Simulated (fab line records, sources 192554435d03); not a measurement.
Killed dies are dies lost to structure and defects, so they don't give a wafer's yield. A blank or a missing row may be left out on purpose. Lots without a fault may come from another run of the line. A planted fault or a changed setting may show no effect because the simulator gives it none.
Split-lot experiment | flow n5_finfet | 7 lots, 21 wafers read, on a route of 1938 steps

THE SPLIT
At N5_BEOL_M9_EXPOSE_25 (exposes mask V8), the setting dose_mj was moved away from the recipe's 37.25 on 5 of the 21 wafers read, by -6.8% to +5.5%. The other wafers ran this setting at the recipe's value.

FROM THE SPLIT TO THE READING: what the file shows between them, 2 steps
- N5_BEOL_M9_PEB_26: peb time 60 s
- N5_BEOL_M9_DEVELOP_27: develop time 30 s

THE READING
cd_nm, in nm, at N5_BEOL_M9_CD_MEAS_28 (target cd 70 nm). Fault-free wafers of this fab line usually give 70.24 nm, standard deviation 0.25 nm.

wafer  | tool, chamber at the split | dose_mj as run | against the recipe | cd_nm, nm | against lot-mates on the recipe
L075.3 | euv_scanner-02, 0          | 36.07          | -3.2%              | 69.60     | -1.12
L075.4 | euv_scanner-02, 0          | 37.25          | recipe             | 70.72     | -
L075.5 | euv_scanner-02, 0          | 36.07          | -3.2%              | 69.59     | -1.13
L076.1 | euv_scanner-01, 0          | 37.25          | recipe             | 70.01     | -
L076.4 | euv_scanner-01, 0          | 37.25          | recipe             | 70.73     | -
L076.6 | euv_scanner-01, 0          | 37.25          | recipe             | 70.37     | -
L077.2 | euv_scanner-01, 0          | 37.25          | recipe             | 70.64     | -
L077.3 | euv_scanner-01, 0          | 35.25          | -5.4%              | 68.94     | -1.64
L077.6 | euv_scanner-01, 0          | 37.25          | recipe             | 70.52     | -
L078.1 | euv_scanner-01, 0          | 37.25          | recipe             | 70.24     | -
L078.3 | euv_scanner-01, 0          | 37.25          | recipe             | 70.20     | -
L078.5 | euv_scanner-01, 0          | 34.7           | -6.8%              | 68.55     | -1.67
L082.1 | euv_scanner-02, 0          | 37.25          | recipe             | 70.42     | -
L082.3 | euv_scanner-02, 0          | 37.25          | recipe             | 69.89     | -
L082.5 | euv_scanner-02, 0          | 39.31          | +5.5%              | 71.26     | +1.11
L089.2 | euv_scanner-01, 0          | 37.25          | recipe             | 70.22     | -
L089.4 | euv_scanner-01, 0          | 37.25          | recipe             | 69.96     | -
L089.6 | euv_scanner-01, 0          | 37.25          | recipe             | 70.44     | -
L090.2 | euv_scanner-02, 0          | 37.25          | recipe             | 70.55     | -
L090.5 | euv_scanner-02, 0          | 37.25          | recipe             | 70.27     | -
L090.6 | euv_scanner-02, 0          | 37.25          | recipe             | 70.30     | -

THE FIT
A straight line over all 21 wafers: cd_nm changes by +0.231 nm for each +1% of dose_mj; r = +0.92; the points scatter about the line by 0.25 nm.
The same after taking each lot's own level away (the mean of its wafers on the recipe; 21 wafers): +0.26 nm for each +1%; r = +0.95; scatter 0.22 nm.
On that fit, the largest move of dose_mj shifts the reading by 1.8 nm.
The lots' own levels span 70.155 to 70.720 nm, that is 2.3 times the standard deviation above.
So the lot-to-lot level changes the slope: the two fits differ.
Check: with one of the wafers moved furthest among these (-6.8%) left out of the fit, the line predicts -1.92 nm for it against its lot-mates. It came out at -1.67 nm against them.

OTHER SPLITS ON THESE WAFERS
These wafers also went through other splits before the reading. Each is held against what the fit with the lots' levels taken away leaves over:
other split on the same wafers | wafers away from the commonest value | r with cd_nm (lot level and that fit taken away)
N5_BEOL_M7_COAT_05 spin_rpm    | 7                                    | +0.18
N5_BEOL_M8_DESCUM_33 time_s    | 7                                    | +0.45

THE FILE'S OWN FIT
cd_nm changes by +0.257 nm for each +1% of dose_mj, r = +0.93.
